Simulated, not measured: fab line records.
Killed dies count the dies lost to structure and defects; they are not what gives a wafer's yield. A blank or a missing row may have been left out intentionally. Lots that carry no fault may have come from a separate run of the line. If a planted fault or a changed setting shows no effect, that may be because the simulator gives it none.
What tool caused it? || flow nand_harc || 36 wafers from 12 lots sampled at 2 of the route's 1159 steps

## WHAT THE GAUGES SHOWED, per wafer
NHARC_A_CONTACT_CD_MEAS_15.
{"lot": "L077", "measured": "day 17 15:33", "on": "cd_sem-03", "cd_nm (nm)": "90.5 90.3 89.8"}
{"lot": "L076", "measured": "day 17 23:08", "on": "cd_sem-01", "cd_nm (nm)": "90.9 90.6 90.6"}
{"lot": "L079", "measured": "day 18 15:38", "on": "cd_sem-01", "cd_nm (nm)": "89.7 89.8 89.0"}
{"lot": "L082", "measured": "day 18 21:16", "on": "cd_sem-03", "cd_nm (nm)": "90.7 90.1 90.4"}
{"lot": "L084", "measured": "day 19 11:20", "on": "cd_sem-02", "cd_nm (nm)": "90.0 90.1 89.3"}
{"lot": "L086", "measured": "day 20 02:50", "on": "cd_sem-01", "cd_nm (nm)": "90.3 90.5 90.3"}
{"lot": "L088", "measured": "day 20 05:36", "on": "cd_sem-03", "cd_nm (nm)": "89.6 90.1 90.3"}
{"lot": "L089", "measured": "day 20 18:05", "on": "cd_sem-02", "cd_nm (nm)": "90.2 90.4 90.7"}
{"lot": "L090", "measured": "day 21 13:30", "on": "cd_sem-03", "cd_nm (nm)": "90.3 91.0 90.0"}
{"lot": "L092", "measured": "day 21 17:49", "on": "cd_sem-01", "cd_nm (nm)": "90.6 90.7 90.6"}
{"lot": "L093", "measured": "day 22 01:08", "on": "cd_sem-03", "cd_nm (nm)": "90.6 90.7 90.8"}
{"lot": "L097", "measured": "day 23 14:51", "on": "cd_sem-03", "cd_nm (nm)": "90.4 89.4 90.5"}

## TOOL THAT RAN EACH LOT (tool first, then ch and the chambers of the sampled wafers, then the start)
{"lot": "L077", "NHARC_A_CONTACT_ETCH_106": "rie_diel-02 ch 1,2, day 17 07:17"}
{"lot": "L076", "NHARC_A_CONTACT_ETCH_106": "rie_diel-12 ch 1,2,3, day 17 17:54"}
{"lot": "L079", "NHARC_A_CONTACT_ETCH_106": "rie_diel-01 ch 1,3, day 18 09:51"}
{"lot": "L082", "NHARC_A_CONTACT_ETCH_106": "rie_diel-01 ch 0,1,2, day 18 15:10"}
{"lot": "L084", "NHARC_A_CONTACT_ETCH_106": "rie_diel-02 ch 0,1,2, day 19 04:08"}
{"lot": "L086", "NHARC_A_CONTACT_ETCH_106": "rie_diel-12 ch 0,2,3, day 19 18:52"}
{"lot": "L088", "NHARC_A_CONTACT_ETCH_106": "rie_diel-02 ch 0,1,2, day 19 23:04"}
{"lot": "L089", "NHARC_A_CONTACT_ETCH_106": "rie_diel-02 ch 0,2,3, day 20 10:36"}
{"lot": "L090", "NHARC_A_CONTACT_ETCH_106": "rie_diel-12 ch 1,2,3, day 21 04:29"}
{"lot": "L092", "NHARC_A_CONTACT_ETCH_106": "rie_diel-12 ch 0,3, day 21 10:05"}
{"lot": "L093", "NHARC_A_CONTACT_ETCH_106": "rie_diel-02 ch 0,3, day 21 17:03"}
{"lot": "L097", "NHARC_A_CONTACT_ETCH_106": "rie_diel-01 ch 1,3, day 23 07:34"}
- NHARC_A_CONTACT_ETCH_106: etches the open film in CF4/O2, target depth 60 nm, overetch 6 nm, time 33 s.

## THE ANSWER, worked out from the rows above alone
Rule: what is usual is taken from the lots themselves. Put in order of their means at a reading, lots are off if they are a third of the lots or fewer, leave a main group of 4 or more, and stand apart from it by a gap of 3 or more times the standard deviation of the main group's means; of several such gaps the widest counts. A main group is skipped when, at the precision printed for the reading in the tables above, its means are all equal. A lot without any number at a reading at which 4 lots or more have one is off too. Where the step has rows for the other lots, those lots are counted as sound.
No lot is off at any reading shown: from this, nothing can be told.

## WHAT HAD BEEN PUT IN BY THE SIMULATOR
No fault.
